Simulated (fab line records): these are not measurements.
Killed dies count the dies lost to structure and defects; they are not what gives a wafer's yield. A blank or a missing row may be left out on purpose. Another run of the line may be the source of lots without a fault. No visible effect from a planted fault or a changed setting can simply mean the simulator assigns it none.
Split-lot trial | flow n5-finfet | on a route of 1938 steps: 7 lots, 21 wafers read

## THE SPLIT
At N5_BEOL_M10_EXPOSE_08 (exposes mask M10), the setting dose-mj was moved away from the recipe's 53.75 on 4 of the 21 wafers read, by -5.8% to +7.1%. For the rest of the wafers, this setting stayed at what the recipe calls for.

## FROM THE SPLIT TO THE READING: what the file shows between them, 10 steps
- N5_BEOL_M10_PEB_09: peb time 60 s
- N5_BEOL_M10_DEVELOP_10: develop time 30 s
- N5_BEOL_M10_CD_MEAS_11: target cd 64.1 nm
- N5_BEOL_M10_DESCUM_16: chemistry O2, time 7.9 s
- N5_BEOL_M10_ETCH_61: etches SiARC in CF4, target depth 39 nm, time 65 s
- N5_BEOL_M10_ETCH_62: etches SOC in N2/H2, target depth 110 nm, overetch 22 nm, time 165 s
- N5_BEOL_M10_STRIP_68: strips in N2/H2
- N5_BEOL_M10_STRIP_67: strips in CF4
- N5_BEOL_M10_HM_OPEN_17: chemistry Cl2/BCl3, target TiN, target depth 20 nm, overetch 6 nm
- N5_BEOL_M10_STRIP_19: strips in O2

## THE READING
cd-nm, in nm, at N5_BEOL_M10_CD_MEAS_18 (pitch 140 nm, target cd 70 nm). Fault-free wafers of this fab line usually give 70.2 nm, standard deviation 0.67 nm.

wafer  | tool, chamber at the split | dose-mj as run | against the recipe | cd-nm, nm | against lot-mates on the recipe
L079.3 | arfi-scanner-02, 0         | 53.75          | recipe             | 69.7      | -
L079.5 | arfi-scanner-02, 0         | 53.75          | recipe             | 69.1      | -
L079.6 | arfi-scanner-02, 0         | 53.75          | recipe             | 67.8      | -
L085.2 | arfi-scanner-03, 0         | 53.75          | recipe             | 70.6      | -
L085.5 | arfi-scanner-03, 0         | 50.63          | -5.8%              | 67.7      | -2.8
L085.6 | arfi-scanner-03, 0         | 53.75          | recipe             | 70.5      | -
L084.1 | arfi-scanner-03, 0         | 53.75          | recipe             | 70.8      | -
L084.2 | arfi-scanner-03, 0         | 56.67          | +5.4%              | 73.3      | +2.4
L084.6 | arfi-scanner-03, 0         | 53.75          | recipe             | 71.0      | -
L091.1 | arfi-scanner-01, 0         | 53.75          | recipe             | 71.2      | -
L091.4 | arfi-scanner-01, 0         | 57.55          | +7.1%              | 73.9      | +2.7
L091.5 | arfi-scanner-01, 0         | 57.55          | +7.1%              | 74.1      | +2.9
L092.3 | arfi-scanner-01, 0         | 53.75          | recipe             | 69.8      | -
L092.4 | arfi-scanner-01, 0         | 53.75          | recipe             | 69.5      | -
L092.5 | arfi-scanner-01, 0         | 53.75          | recipe             | 69.3      | -
L096.2 | arfi-scanner-02, 0         | 53.75          | recipe             | 70.3      | -
L096.3 | arfi-scanner-02, 0         | 53.75          | recipe             | 70.5      | -
L096.4 | arfi-scanner-02, 0         | 53.75          | recipe             | 70.5      | -
L097.1 | arfi-scanner-03, 0         | 53.75          | recipe             | 69.2      | -
L097.2 | arfi-scanner-03, 0         | 53.75          | recipe             | 69.2      | -
L097.4 | arfi-scanner-03, 0         | 53.75          | recipe             | 69.5      | -

THE FIT
A straight line over all 21 wafers: cd-nm changes by +0.538 nm for each +1% of dose-mj; r = +0.88; the points scatter about the line by 0.83 nm.
The same after taking each lot's own level away (the mean of its wafers on the recipe; 21 wafers): +0.427 nm for each +1%; r = +0.96; scatter 0.35 nm.
The reading moves by 3 nm for the largest change in dose-mj, on that fit.
The lots' own levels span 68.87 to 71.20 nm, that is 3.5 times the standard deviation above.
Thus the slope moves with the lot-to-lot level: the two fits are different.
Check: for one of the wafers moved furthest among these (+7.1%), held out of the fit, the line's prediction against its lot-mates is +3.11 nm. Against them it came out at +2.7 nm.

## ADDITIONAL SPLITS CARRIED BY THESE WAFERS
Other splits were also applied to these wafers ahead of the reading. Each is held against what the fit with the lots' levels taken away leaves over:
other split on the same wafers   | wafers away from the commonest value | r with cd-nm (lot level and that fit taken away)
N5_BEOL_M8_TRENCH_ETCH_37 time-s | 7                                    | +0.06
N5_BEOL_M10_ILD_DEP_00 time-s    | 5                                    | +0.11

## THE WHOLE CHAIN: every reading that the file lists as answering this split, in the file's order
step                   | what it does                                                         | reading                                                                | change (the file's fit)               | r (the file's)
N5_BEOL_M10_CD_MEAS_11 | target cd 64.1 nm                                                    | cd-nm                                                                  | +0.467 nm for each +1% of the setting | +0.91
N5_BEOL_M10_ETCH_61    | etches SiARC in CF4, target depth 39 nm, time 65 s                   | BEOL_M10.cd-offset-nm (the simulator's own value, which no gauge read) | +0.488 nm for each +1% of the setting | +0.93
N5_BEOL_M10_ETCH_62    | etches SOC in N2/H2, target depth 110 nm, overetch 22 nm, time 165 s | BEOL_M10.cd-offset-nm (the simulator's own value, which no gauge read) | +0.435 nm for each +1% of the setting | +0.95
N5_BEOL_M10_HM_OPEN_17 | chemistry Cl2/BCl3, target TiN, target depth 20 nm, overetch 6 nm    | BEOL_M10.cd-offset-nm (the simulator's own value, which no gauge read) | +0.425 nm for each +1% of the setting | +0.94
N5_BEOL_M10_CD_MEAS_18 | pitch 140 nm, target cd 70 nm                                        | cd-nm                                                                  | +0.431 nm for each +1% of the setting | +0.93

## FILE'S OWN FIT
cd-nm changes by +0.431 nm for each +1% of dose-mj, r = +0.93.
